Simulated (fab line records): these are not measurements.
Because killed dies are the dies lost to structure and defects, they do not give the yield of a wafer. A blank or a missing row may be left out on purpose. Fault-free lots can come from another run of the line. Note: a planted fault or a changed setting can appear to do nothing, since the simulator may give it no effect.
Which tool did it? + flow nand_harc + Sampling: 7 lots, 21 wafers, 2 of 1302 route steps

== WHAT THE GAUGES SHOWED, per wafer ==
NHARC_A_CONTACT_CD_MEAS_69: the cd target is 300 nm.
| lot  | measured     | on        | cd_nm (nm)        |
|------|--------------|-----------|-------------------|
| L904 | day 22 22:17 | cd_sem-02 | 299.7 299.8 299.9 |
| L907 | day 24 03:01 | cd_sem-02 | 300.3 299.8 299.8 |
| L908 | day 25 12:49 | cd_sem-03 | 299.4 299.6 299.9 |
| L911 | day 26 16:55 | cd_sem-03 | 299.5 299.3 300.1 |
| L916 | day 27 12:56 | cd_sem-01 | 299.7 299.2 299.4 |
| L921 | day 30 10:10 | cd_sem-02 | 299.4 299.5 299.5 |
| L924 | day 31 15:26 | cd_sem-01 | 299.2 299.6 299.8 |

== EACH LOT AND THE TOOL THAT RAN IT (in order: tool; ch and the chambers of the sampled wafers; start) ==
| lot  | NHARC_A_CONTACT_ETCH_102           |
|------|------------------------------------|
| L904 | rie_diel-05 ch 0,1,2, day 22 17:16 |
| L907 | rie_diel-10 ch 1,2, day 23 22:30   |
| L908 | rie_diel-10 ch 0,1,2, day 25 06:02 |
| L911 | rie_diel-10 ch 2,3, day 26 09:29   |
| L916 | rie_diel-10 ch 0,2, day 27 07:29   |
| L921 | rie_diel-10 ch 1,2,3, day 30 05:33 |
| L924 | rie_diel-10 ch 0,1,2, day 31 10:42 |
- NHARC_A_CONTACT_ETCH_102: etches the open film in CF4/O2, target depth 100 nm, overetch 10 nm, time 55 s.

== THE ANSWER, worked out from the rows above alone ==
Rule: what is usual is taken from the lots themselves. Put in order of their means at a reading, lots are off if they are a third of the lots or fewer, leave a main group of 4 or more, and stand apart from it by a gap of 3 or more times the standard deviation of the main group's means; of several such gaps the widest counts. A main group is skipped when, at the precision printed for the reading in the tables above, its means are all equal. A lot without any number at a reading at which 4 lots or more have one is off too. Where the step has rows for the other lots, those lots are counted as sound.
No lot is off on any of the readings shown, so nothing can be concluded from this.

== WHAT THE SIMULATOR HAD INSERTED ==
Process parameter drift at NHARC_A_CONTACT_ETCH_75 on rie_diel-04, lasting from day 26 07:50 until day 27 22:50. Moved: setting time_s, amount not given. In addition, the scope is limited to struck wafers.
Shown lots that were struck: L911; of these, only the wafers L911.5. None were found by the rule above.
